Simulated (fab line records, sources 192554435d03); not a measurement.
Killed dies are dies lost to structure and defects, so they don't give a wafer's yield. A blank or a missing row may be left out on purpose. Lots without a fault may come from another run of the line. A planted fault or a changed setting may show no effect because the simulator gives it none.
One fault seen from 2 desks | flow n5_finfet | each desk has only its own numbers; what lay behind them comes last

THE TOOL OWNER'S DESK: rie_metal-01
The tool's own readings at N5_MIM_BOT_ETCH_ETCH_00 (etches TiN in Cl2/BCl3, target depth 45.5 nm): means of the sampled wafers that have a number, for each lot that ran on this tool. A lot is out of limits, marked OUT, if its mean lies more than 4 standard deviations from the usual mean; the brackets give that distance.
Columns: A = bias_w at N5_MIM_BOT_ETCH_ETCH_00, usual 126.0 W; B = chamber_pressure_mTorr at N5_MIM_BOT_ETCH_ETCH_00, usual 10.000 mTorr; C = drypump_motor_current_A at N5_MIM_BOT_ETCH_ETCH_00, usual 5.99 A; D = he_backside_leak_sccm at N5_MIM_BOT_ETCH_ETCH_00, usual 3.38 sccm; E = oes_ar_750_au at N5_MIM_BOT_ETCH_ETCH_00, usual 0.78 a.u.; F = oes_product_au at N5_MIM_BOT_ETCH_ETCH_00, usual 0.79 a.u.; G = throttle_valve_pct at N5_MIM_BOT_ETCH_ETCH_00, usual 22.03 %
lot  | first seen here | A               | B      | C    | D    | E    | F    | G
L322 | day 11 19:40    | 126.4           | 9.997  | 6.16 | 3.30 | 0.71 | 0.71 | 22.01
L323 | day 12 14:06    | 125.8           | 10.002 | 5.94 | 3.48 | 0.66 | 0.66 | 22.00
L328 | day 14 04:52    | 126.4           | 9.995  | 6.39 | 3.57 | 0.74 | 0.74 | 22.05
L330 | day 14 14:43    | 138.6 (+36) OUT | 9.993  | 5.97 | 3.52 | 0.65 | 0.67 | 21.97
This desk's finding: out of limits on L330; first on L330, day 14 14:43 (bias_w at N5_MIM_BOT_ETCH_ETCH_00). In limits: L322, L323, L328.

THE METROLOGY DESK
What the gauges read, lot by lot, whatever tool the lot ran on: means of the sampled wafers that have a number. A lot is out of limits, marked OUT, if its mean lies more than 4 standard deviations from the usual mean; the brackets give that distance.
Columns: A = M15_OVL at N5_BEOL_M15_OVL_MEAS_29, usual 0 nm
lot  | first seen here | A
L322 | day 11 11:36    | 9
L323 | day 12 05:10    | -4
L328 | day 13 15:19    | 9
L329 | day 14 03:38    | -8
L330 | day 14 05:17    | -1
L335 | day 15 03:58    | -1
L337 | day 15 11:16    | -2
L340 | day 16 12:38    | 1
L343 | day 17 00:04    | -4
L341 | day 17 01:51    | -5
This desk's finding: nothing out of limits on any of the 10 lots.

PUT TOGETHER
The tool owner's desk could have raised an alarm at day 14 14:43, on L330.
The metrology desk saw nothing out of limits.
The metrology desk has L330 on record, within its limits.
Of the lots named, all ran N5_MIM_BOT_ETCH_ETCH_00 on rie_metal-01.

WHAT THE SIMULATOR HAD PUT IN
Process parameter drift: rie_metal-01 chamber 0, from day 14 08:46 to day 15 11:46, at N5_MIM_BOT_ETCH_ETCH_00. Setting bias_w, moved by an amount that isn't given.
Lots struck among those shown: L330.
Hours from the fault's start to each desk's first reading out of limits: the tool owner's desk, 6.
